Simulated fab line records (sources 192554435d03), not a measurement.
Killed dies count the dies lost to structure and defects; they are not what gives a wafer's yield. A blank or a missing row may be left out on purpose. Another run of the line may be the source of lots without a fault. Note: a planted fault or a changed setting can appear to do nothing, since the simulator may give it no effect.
Comparing a struck lot with a sound one -- flow n5-finfet -- 16 out of 1938 route steps
Sound: the wafers L148.1, L148.2, L148.5. Struck: wafer L163.2. (L163.5 of the same lot was not struck and is left out.) The cause comes at the end.
For every step that has rows: the tool of each side, followed by ch and its chambers, followed by its first start. Under that, the readings that differ: sound wafers -- struck wafers -- difference of the means -- sigmas: that difference in standard deviations of wafers without a fault.
alike: same words and numbers on both sides, and readings whose means sit less than 2 such deviations apart. not compared: any withheld reading, any reading some wafer has no value for, any bound like >300 that may hide the same value, and any number with overlapping values for which the record gives no deviation.
The two part at a step that has a row with sigmas, a row that says differs or no value, or rows on one side only. Numbers that have no deviation but don't overlap get no sigmas and don't part them. A reading missing from all wafers of one side parts the sides only when that side holds two or more wafers.

first, 8 steps without rows for these wafers: N5_BEOL_M0_SAQP_COAT_72 (time 60 s, resist thk 15 nm); N5_BEOL_M0_SAQP_COAT_87 (time 60 s, resist thk 5 nm); N5_BEOL_M0_SAQP_COAT_34 (resist thk 30 nm); N5_BEOL_M0_SAQP_EBR_36; N5_BEOL_M0_SAQP_SOFTBAKE_35 (time 60 s); N5_BEOL_M0_SAQP_EXPOSE_37 (exposes mask M0 CUT1, target cd 30 nm); N5_BEOL_M0_SAQP_PEB_38 (peb time 60 s); N5_BEOL_M0_SAQP_DEVELOP_39 (develop time 30 s).
N5_BEOL_M0_SAQP_CD_MEAS_40: the cd target is 30 nm.
  sound on cd-sem-01 ch 0, day 6 19:20; struck on cd-sem-03 ch 0, day 10 12:50
  alike: cd-nm
N5_BEOL_M0_SAQP_OVL_MEAS_41:
  sound on overlay-01 ch 0, day 6 19:22; struck on overlay-01 ch 0, day 10 12:53
  alike: M0_CUT1_OVL
N5_BEOL_M0_SAQP_INSPECT_42: inspects for defects (brightfield).
  sound on defect-inspect-02, day 6 19:25; struck on defect-inspect-01, day 10 12:56
  alike: raw-defect-count
N5_BEOL_M0_SAQP_DESCUM_45: chemistry O2, time 7 s.
  sound on rie-diel-06 ch 1,3, day 6 19:28; struck on rie-diel-06 ch 0, day 10 12:58
reading,sound,struck,difference,sigmas
rf-vpp-V (V),241.0 243.0 246.4,240.0,-3.5,-2
  alike: drypump-motor-current-A, o2-flow-sccm, oes-product-au, showerhead-plenum-p-Torr, throttle-valve-pct
  not compared: rf-hours-counter-h
N5_BEOL_M0_SAQP_ETCH_88: etches underlayer in N2/H2, target depth 6.5 nm, time 5.2 s.
  sound on rie-diel-06 ch 1,3, day 6 19:29; struck on rie-diel-06 ch 0, day 10 13:00
reading,sound,struck,difference,sigmas
etch-rf-on-time-s (s),4.94 5.29 5.24,3.26,-1.90,-12
  alike: drypump-motor-current-A, oes-product-au, rf-vpp-V, showerhead-plenum-p-Torr, throttle-valve-pct
  not compared: rf-hours-counter-h
N5_BEOL_M0_SAQP_ETCH_73: etches SiARC in CF4, target depth 19.5 nm, time 32.5 s.
  sound on rie-diel-06 ch 1,3, day 6 19:31; struck on rie-diel-06 ch 0, day 10 13:01
  alike: drypump-motor-current-A, etch-rf-on-time-s, oes-product-au, rf-vpp-V, showerhead-plenum-p-Torr, throttle-valve-pct
  not compared: rf-hours-counter-h
-- a jump in the record: the struck wafers' starts before and after are 2 days apart (it breaks off in module BEOL_M0_SAQP and resumes in module BEOL_M4, where the first step shown is number 1111 of the route) --
N5_BEOL_M4_RC_MEAS_101:
  sound on prober-01 ch 0, day 8 21:56; struck on prober-02 ch 0, day 12 15:36
  alike: DIBL_N, DIBL_P, IOFF_N, IOFF_P, ION_N, ION_P, SS_N, SS_P, VT_N, VT_P
-- here the record skips 4 days between the struck wafers' starts before and after, leaving off in module BEOL_M4 and picking up in module PASSIVATION (first step shown: number 1936 of the route) --
N5_PASSIVATION_PROBE_49:
  sound on prober-01, day 13 08:55; struck on prober-02, day 17 03:25
  alike: defect-limited-yield, killed_at_M0_to_M3, killed_at_M4_up, killed-at-contacts, killed-at-front-end, killed-at-other, killed-dies, killed-on-rim, killed-open, killed-short, sort_bin_5_function, sort_bin_6_memory, sort_bin_8_speed, sort-n-pass, sort-yield-pct

WHERE THEY PART
At N5_BEOL_M0_SAQP_DESCUM_45 first; at N5_BEOL_M0_SAQP_ETCH_88 last (within this record only). Later steps at which nothing parts them and some readings are alike: N5_BEOL_M0_SAQP_ETCH_73, N5_BEOL_M4_RC_MEAS_101, N5_PASSIVATION_PROBE_49.

WHY: the cause the simulator had injected
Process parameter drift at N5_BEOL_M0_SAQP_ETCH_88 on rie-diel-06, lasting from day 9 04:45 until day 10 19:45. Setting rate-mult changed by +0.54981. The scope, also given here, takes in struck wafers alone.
